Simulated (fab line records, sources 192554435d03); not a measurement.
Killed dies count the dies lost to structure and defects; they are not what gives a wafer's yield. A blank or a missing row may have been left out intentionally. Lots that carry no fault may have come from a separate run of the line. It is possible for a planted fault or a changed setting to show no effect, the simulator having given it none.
Split-lot study | flow n5_finfet | route with 1938 steps; 7 lots, 39 wafers read

## THE SPLIT
At N5_WELL_APT_EPI_41 (deposits Si from SiH4/H2, target thk 50 nm, time 297.7 s), the setting target_thk_a was moved away from the recipe's 500 angstrom on 15 of the 39 wafers read, by -6.5% to +7.3%. All remaining wafers had this setting at the recipe value.

The reading comes from the split's own step.

## THE READING
Si_of_WELL_APT_EPI_41.thk_nm (the simulator's own value, which no gauge read), in nm, at N5_WELL_APT_EPI_41 (deposits Si from SiH4/H2, target thk 50 nm, time 297.7 s). There is no usual value for it anywhere in the file. The 24 wafers here that ran the recipe average 50.12 nm, standard deviation 0.39 nm.

wafer  | tool, chamber at the split | target_thk_a as run, angstrom | against the recipe | Si_of_WELL_APT_EPI_41.thk_nm, nm | against lot-mates on the recipe
L076.1 | epi_rpcvd-04, 0            | 536.3                         | +7.3%              | 53.01                            | +3.23
L076.2 | epi_rpcvd-04, 0            | 500                           | recipe             | 49.81                            | -
L076.3 | epi_rpcvd-04, 0            | 500                           | recipe             | 49.82                            | -
L076.4 | epi_rpcvd-04, 0            | 500                           | recipe             | 49.71                            | -
L076.5 | epi_rpcvd-04, 0            | 536.3                         | +7.3%              | 53.4                             | +3.62
L076.6 | epi_rpcvd-04, 0            | 536.3                         | +7.3%              | 53.84                            | +4.06
L080.1 | epi_rpcvd-04, 0            | 467.5                         | -6.5%              | 47.35                            | -3.28
L080.2 | epi_rpcvd-04, 0            | 467.5                         | -6.5%              | 47.31                            | -3.32
L080.3 | epi_rpcvd-04, 0            | 500                           | recipe             | 50.44                            | -
L080.4 | epi_rpcvd-04, 0            | 467.5                         | -6.5%              | 47.56                            | -3.07
L080.5 | epi_rpcvd-04, 0            | 500                           | recipe             | 50.73                            | -
L080.6 | epi_rpcvd-04, 0            | 500                           | recipe             | 50.73                            | -
L082.1 | epi_rpcvd-04, 0            | 500                           | recipe             | 50.74                            | -
L082.2 | epi_rpcvd-04, 0            | 500                           | recipe             | 49.65                            | -
L082.3 | epi_rpcvd-04, 0            | 500                           | recipe             | 50.56                            | -
L082.4 | epi_rpcvd-04, 0            | 511                           | +2.2%              | 50.65                            | +0.33
L082.5 | epi_rpcvd-04, 0            | 511                           | +2.2%              | 50.91                            | +0.59
L082.6 | epi_rpcvd-04, 0            | 511                           | +2.2%              | 51.25                            | +0.93
L083.1 | epi_rpcvd-04, 0            | 500                           | recipe             | 49.72                            | -
L083.2 | epi_rpcvd-04, 0            | 500                           | recipe             | 49.86                            | -
L083.3 | epi_rpcvd-04, 0            | 514.8                         | +3.0%              | 50.65                            | +0.95
L083.4 | epi_rpcvd-04, 0            | 514.8                         | +3.0%              | 49.62                            | -0.08
L083.5 | epi_rpcvd-04, 0            | 500                           | recipe             | 49.53                            | -
L083.6 | epi_rpcvd-04, 0            | 514.8                         | +3.0%              | 50.74                            | +1.04
L088.1 | epi_rpcvd-03, 0            | 500                           | recipe             | 50                               | -
L088.3 | epi_rpcvd-03, 0            | 500                           | recipe             | 50.46                            | -
L088.4 | epi_rpcvd-03, 0            | 500                           | recipe             | 50.41                            | -
L094.1 | epi_rpcvd-04, 0            | 489.7                         | -2.1%              | 49.7                             | -0.46
L094.2 | epi_rpcvd-04, 0            | 500                           | recipe             | 50.03                            | -
L094.3 | epi_rpcvd-04, 0            | 500                           | recipe             | 50.5                             | -
L094.4 | epi_rpcvd-04, 0            | 489.7                         | -2.1%              | 49.56                            | -0.60
L094.5 | epi_rpcvd-04, 0            | 500                           | recipe             | 49.95                            | -
L094.6 | epi_rpcvd-04, 0            | 489.7                         | -2.1%              | 49.27                            | -0.89
L097.1 | epi_rpcvd-03, 0            | 500                           | recipe             | 50.3                             | -
L097.2 | epi_rpcvd-03, 0            | 500                           | recipe             | 50.22                            | -
L097.3 | epi_rpcvd-03, 0            | 500                           | recipe             | 49.43                            | -
L097.4 | epi_rpcvd-03, 0            | 500                           | recipe             | 50.4                             | -
L097.5 | epi_rpcvd-03, 0            | 500                           | recipe             | 49.95                            | -
L097.6 | epi_rpcvd-03, 0            | 500                           | recipe             | 49.99                            | -

FIT RESULTS
A straight line over all 39 wafers: Si_of_WELL_APT_EPI_41.thk_nm changes by +0.403 nm for each +1% of target_thk_a; r = +0.93; the points scatter about the line by 0.48 nm.
The same after taking each lot's own level away (the mean of its wafers on the recipe; 39 wafers): +0.463 nm for each +1%; r = +0.96; scatter 0.39 nm.
Per that fit: largest target_thk_a move, reading shift of 3.4 nm.
From 49.703 to 50.633 nm: that is the span of the lots' own levels, equal to 2.4 times the standard deviation above.
So the slope is not independent of the lot-to-lot level: the two fits are not the same.
Check: for one of the wafers moved furthest among these (+7.3%), held out of the fit, the line's prediction against its lot-mates is +3.31 nm. It came out at +3.23 nm against them.

## THE FILE'S OWN FIT
Si_of_WELL_APT_EPI_41.thk_nm changes by +0.46 nm for each +1% of target_thk_a, r = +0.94.
